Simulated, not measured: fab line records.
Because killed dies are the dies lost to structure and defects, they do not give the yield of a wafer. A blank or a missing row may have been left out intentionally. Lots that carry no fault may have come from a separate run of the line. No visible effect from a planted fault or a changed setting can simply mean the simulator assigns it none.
Chamber matching -- flow n5 finfet -- rie diel-06 running N5_BEOL_M12_TRENCH_ETCH_34: 4 sister chambers
The step etches SiOC in C4F8/O2/Ar, target depth 318.95 nm, time 125.5 s. 8 wafers are shown with their chamber, then 11 later ones without.

## WAFERS, EACH WITH ITS CHAMBER
wafer,chamber,drypump motor current A (A),throttle valve pct (%)
L081.2,1,5.2,24.26
L082.6,1,5.2,24.25
L086.2,0,6.0,24.23
L086.4,2,6.2,23.89
L084.2,3,6.8,23.97
L084.4,3,6.8,23.96
L084.5,2,6.2,23.91
L087.3,0,5.9,24.24

## WAFERS WHOSE CHAMBER IS MISSING
wafer,drypump motor current A (A),throttle valve pct (%)
L087.4,6.2,23.92
L087.5,6.8,23.97
L085.1,6.2,23.89
L085.3,5.9,24.25
L085.6,5.9,24.24
L091.3,6.8,23.98
L091.4,6.2,23.92
L091.5,5.2,24.04
L096.1,5.2,24.07
L096.2,6.2,23.93
L096.4,5.2,24.08

## WHICH CHAMBER EACH ONE RAN IN
wafer,from the rows above,in truth
L087.4,2,2
L087.5,3,3
L085.1,2,2
L085.3,0,0
L085.6,0,0
L091.3,3,3
L091.4,2,2
L091.5,1,1
L096.1,1,1
L096.2,2,2
L096.4,1,1
Correct placement for 11 of the 11. Can't be placed from these rows: 0. Wrongly placed: 0.
How it was worked out, from the rows above alone: a wafer's distance from a chamber is the root of the sum, over the readings, of the square of ((its reading less the chamber's mean) divided by the reading's scatter). The wafer belongs to the nearest chamber; if the next one is less than 2 further off, it can't be placed. For every chamber, the mean is computed from those of its wafers that are shown. The scatter: the root of (the sum of the squares of (reading less its chamber's mean) over the shown wafers, divided by (wafers less chambers)).
